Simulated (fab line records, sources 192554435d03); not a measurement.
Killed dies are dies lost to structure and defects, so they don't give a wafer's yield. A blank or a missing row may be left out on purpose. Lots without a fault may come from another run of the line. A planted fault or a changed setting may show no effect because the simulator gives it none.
One fault seen from 2 desks | flow n5_finfet | each desk has only its own numbers; what lay behind them comes last

THE TOOL OWNER'S DESK: rie_diel-06
The tool's own readings at N5_BEOL_M7_ETCH_61 (etches SiARC in CF4, target depth 45.5 nm, time 75.8 s): means of the sampled wafers that have a number, for each lot that ran on this tool. A lot is out of limits, marked OUT, if its mean lies more than 4 standard deviations from the usual mean; the brackets give that distance.
Columns: A = chamber_pressure_mTorr at N5_BEOL_M7_ETCH_61, usual 40.00 mTorr; B = drypump_motor_current_A at N5_BEOL_M7_ETCH_61, usual 5.6 A; C = etch_rf_on_time_s at N5_BEOL_M7_ETCH_61, usual 76.0 s; D = oes_product_au at N5_BEOL_M7_ETCH_61, usual 0.66 a.u.; E = rf_vpp_V at N5_BEOL_M7_ETCH_61, usual 184.0 V; F = showerhead_plenum_p_Torr at N5_BEOL_M7_ETCH_61, usual 2.14 Torr; G = throttle_valve_pct at N5_BEOL_M7_ETCH_61, usual 15.62 %
lot  | first seen here | A     | B   | C              | D    | E     | F    | G
L551 | day 9 17:02     | 39.99 | 5.9 | 75.6           | 0.66 | 184.7 | 2.18 | 15.65
L554 | day 10 21:31    | 40.00 | 6.0 | 77.7           | 0.65 | 184.3 | 2.11 | 15.75
L556 | day 11 07:27    | 39.97 | 5.3 | 75.9           | 0.67 | 183.4 | 2.14 | 15.47
L558 | day 11 10:17    | 39.98 | 5.0 | 75.9           | 0.69 | 183.7 | 2.10 | 15.32
L561 | day 12 15:19    | 40.00 | 5.7 | 77.7           | 0.63 | 184.1 | 2.13 | 15.74
L559 | day 12 15:34    | 40.01 | 5.3 | 68.6           | 0.72 | 184.3 | 2.14 | 15.50
L565 | day 14 00:59    | 39.97 | 5.6 | 54.3 (-11) OUT | 0.82 | 183.0 | 2.06 | 15.52
L568 | day 14 13:11    | 40.00 | 5.3 | 53.5 (-12) OUT | 0.84 | 183.7 | 2.15 | 15.41
This desk's finding: out of limits on L565, L568; first on L565, day 14 00:59 (etch_rf_on_time_s at N5_BEOL_M7_ETCH_61). In limits: L551, L554, L556, L558, L561, L559.

THE METROLOGY DESK
What the gauges read, lot by lot, whatever tool the lot ran on: means of the sampled wafers that have a number. A lot is out of limits, marked OUT, if its mean lies more than 4 standard deviations from the usual mean; the brackets give that distance.
Columns: A = cd_nm at N5_BEOL_M7_CD_MEAS_11, usual 38.4 nm
lot  | first seen here | A
L548 | day 8 20:54     | 38.5
L551 | day 9 16:52     | 38.2
L554 | day 10 21:22    | 37.5
L556 | day 11 06:43    | 37.9
L558 | day 11 10:04    | 38.3
L560 | day 12 08:28    | 37.3
L561 | day 12 15:11    | 38.5
L559 | day 12 15:21    | 38.7
L565 | day 14 00:50    | 39.2
L568 | day 14 13:04    | 38.0
L570 | day 15 03:43    | 39.1
This desk's finding: nothing out of limits on any of the 11 lots.

PUT TOGETHER
The tool owner's desk could have raised an alarm at day 14 00:59, on L565, L568.
The metrology desk saw nothing out of limits.
The metrology desk has L565, L568 on record, within its limits.
Of the lots named, all ran N5_BEOL_M7_ETCH_61 on rie_diel-06.

WHAT THE SIMULATOR HAD PUT IN
Process parameter drift: rie_diel-06, from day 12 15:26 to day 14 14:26, at N5_BEOL_M7_ETCH_61. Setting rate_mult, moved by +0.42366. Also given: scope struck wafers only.
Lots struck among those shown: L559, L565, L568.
Hours from the fault's start to each desk's first reading out of limits: the tool owner's desk, 34.
